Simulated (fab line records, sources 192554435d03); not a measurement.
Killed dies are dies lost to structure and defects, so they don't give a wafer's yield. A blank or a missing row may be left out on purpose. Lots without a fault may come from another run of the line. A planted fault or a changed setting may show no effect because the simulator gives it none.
A struck lot beside a sound one | flow n5_finfet | 42 steps out of a route of 1938
Sound: wafers L538.1, L538.4, L538.5. Struck: wafer L548.5. (L548.2, L548.6 of the same lot were not struck and are left out.) The cause comes at the end.
At each step with rows: each side's tool, then ch and its chambers, then its first start. Under that, the readings that differ: sound wafers | struck wafers | difference of the means | sigmas: that difference in standard deviations of wafers without a fault.
alike: readings whose means differ by less than 2 such deviations, and words and numbers that are the same on both sides. not compared: withheld readings, readings that some wafer has no value for, bounds like >300 that may hide the same value, and numbers for which the record gives no deviation and whose values overlap.
The two part at a step that has a row with sigmas, a row that says differs or no value, or rows on one side only. Numbers that don't overlap but have no deviation are shown without sigmas and don't part them. A reading that every wafer of one side lacks parts them only if that side has two wafers or more.

first, 1 step without rows for these wafers: N5_BEOL_M3_STRIP_36 (strips in N2/H2).
N5_BEOL_M3_TRENCH_ETCH_37: etches SiOC in C4F6/O2, target depth 55.555 nm, time 29.2 s.
  sound on rie_diel-05 ch 0,1,2; struck on rie_diel-01 ch 2
  reading                         | sound             | struck | difference | sigmas
  showerhead_plenum_p_Torr (Torr) | 2.95 2.89 2.93    | 2.80   | -0.12      | -2
  throttle_valve_pct (%)          | 20.82 20.46 20.81 | 21.10  | +0.40      | +2
  alike: bias_w, drypump_motor_current_A, oes_product_au, rf_vpp_V
  not compared: rf_hours_counter_h
then, 2 steps without rows for these wafers: N5_BEOL_M3_ETCH_41 (etches SiCN in CH3F/O2, target depth 29.9 nm, time 52.5 s); N5_BEOL_M3_STRIP_97 (strips in N2/H2, time 10 s).
N5_BEOL_M3_OCD_MEAS_38:
  sound on ocd-01, day 7 13:34; struck on ocd-01, day 10 05:00
  alike: trench_depth_nm
then, 4 steps without rows for these wafers: N5_BEOL_M3_HM_STRIP_39 (strips TiN in peroxide tin strip, target depth 25 nm, time 158 s); N5_BEOL_M3_SRD_40 (time 30 s); N5_BEOL_M3_PRECLEAN_42 (cleans in residue remover, time 60 s); N5_BEOL_M3_SRD_43 (time 30 s).
N5_BEOL_M3_CD_MEAS_35: target cd 18 nm, target cd y 21 nm.
  sound on cd_sem-03, day 7 13:43; struck on cd_sem-01, day 10 05:09
  alike: cd_nm
N5_BEOL_M3_DEGAS_44: time 60 s.
  sound on pvd_sputter-02, day 7 13:59; struck on pvd_sputter-03, day 10 05:22
  alike: heater_power_w
N5_BEOL_M3_PRE_CLEAN_45: time 30 s.
  sound on pvd_sputter-02, day 7 14:01; struck on pvd_sputter-03, day 10 05:25
  alike: heater_power_w
N5_BEOL_M3_ALD_84: deposits TaN, pulse time 2 s, purge time 3 s, co reactant purge time 2 s.
  sound on ald_metal-03 ch 1,3, day 7 14:07; struck on ald_metal-01 ch 1, day 10 05:28
  reading            | sound       | struck | difference | sigmas
  heater_power_w (W) | 447 501 444 | 359    | -105       | -2
  alike: heater_power_outer_w, precursor_vessel_carrier_sccm
then, 4 steps without rows for these wafers: N5_BEOL_M3_SURFACE_TREAT_85; N5_BEOL_M3_CVD_47 (deposits Co from CCTBA/H2, target thk 3 nm, time 223.8 s); N5_BEOL_M3_SPUTTER_48 (material Cu, target thk 4.5 nm, time 8.29 s); N5_BEOL_M3_ANNEAL_49 (time 240 s).
N5_BEOL_M3_SPUTTER_79: material Cu, target thk 4.5 nm, time 8.29 s.
  sound on pvd_sputter-03, day 7 14:59; struck on pvd_sputter-03, day 10 06:13
  alike: chamber_pressure_pa, throttle_valve_pct
then, 16 steps without rows for these wafers: N5_BEOL_M3_ANNEAL_80 (time 240 s); N5_BEOL_M3_SPUTTER_81 (material Cu, target thk 4.5 nm, time 8.29 s); N5_BEOL_M3_ANNEAL_82 (time 240 s); N5_BEOL_M3_SPUTTER_86 (material Cu, target thk 4.5 nm, time 8.29 s); N5_BEOL_M3_ANNEAL_87 (time 240 s); N5_BEOL_M3_SPUTTER_88 (material Cu, target thk 4.5 nm, time 8.29 s); N5_BEOL_M3_ANNEAL_89 (time 240 s); N5_BEOL_M3_SPUTTER_90 (material Cu, target thk 4.5 nm, time 8.29 s); N5_BEOL_M3_ANNEAL_91 (time 240 s); N5_BEOL_M3_SPUTTER_92 (material Cu, target thk 4.5 nm, time 8.29 s); N5_BEOL_M3_ANNEAL_93 (time 240 s); N5_BEOL_M3_SPUTTER_94 (material Cu, target thk 4.5 nm, time 8.29 s); N5_BEOL_M3_ANNEAL_95 (time 240 s); N5_BEOL_M3_SPUTTER_96 (material Cu, target thk 4.5 nm, time 8.29 s); N5_BEOL_M3_ECD_50 (material Cu, target thk 300 nm); N5_BEOL_M3_ANNEAL_51 (time 90 s).
N5_BEOL_M3_CMP_52: polishes, stops on SiOC, t overpolish 6.8 s, target thk 40 nm.
  sound on cmp-03 ch 2,3, day 7 17:01; struck on cmp-04 ch 2, day 10 08:21
  alike: barrier_field_endpoint_s, clearing_platen_down_force_psi, motor_current_A, overpolish_run_s, time_to_endpoint_s
N5_BEOL_M3_THK_MEAS_53: measures by xrf.
  sound on film_metro-02, day 7 17:18; struck on film_metro-01, day 10 08:32
  reading     | sound          | struck | difference | sigmas
  M3_THK (nm) | 39.2 36.4 38.5 | 43.9   | +5.9       | +3
then, 4 steps without rows for these wafers: N5_BEOL_M3_PRE_CLEAN_60 (time 15 s); N5_BEOL_M3_CO_CAP_55 (material Co, precursor CCTBA/H2, target thk 2 nm, time 102.1 s); N5_BEOL_M3_PRE_CLEAN_56 (time 15 s); N5_BEOL_M3_DEP_57 (deposits SiCN from 3MS/NH3, target thk 8 nm, time 14 s).
N5_BEOL_M3_RS_MEAS_58: measures by four-point-probe.
  sound on film_metro-02, day 7 17:35; struck on film_metro-01, day 10 08:49
  reading        | sound          | struck | difference | sigmas
  M3_RS (ohm/sq) | 0.69 0.76 0.71 | 0.61   | -0.11      | -2
-- the record jumps here: 5 days lie between the struck wafers' starts before and after (it left off in module BEOL_M3 and takes up again in module PASSIVATION, whose first step shown is number 1936 of the route) --
N5_PASSIVATION_PROBE_49:
  the record has rows for the struck wafers here (prober-01, day 15 10:49) and none for the sound ones

WHERE THEY PART
First at N5_BEOL_M3_TRENCH_ETCH_37; last, within this record, at N5_PASSIVATION_PROBE_49.

WHY: what the simulator had put in
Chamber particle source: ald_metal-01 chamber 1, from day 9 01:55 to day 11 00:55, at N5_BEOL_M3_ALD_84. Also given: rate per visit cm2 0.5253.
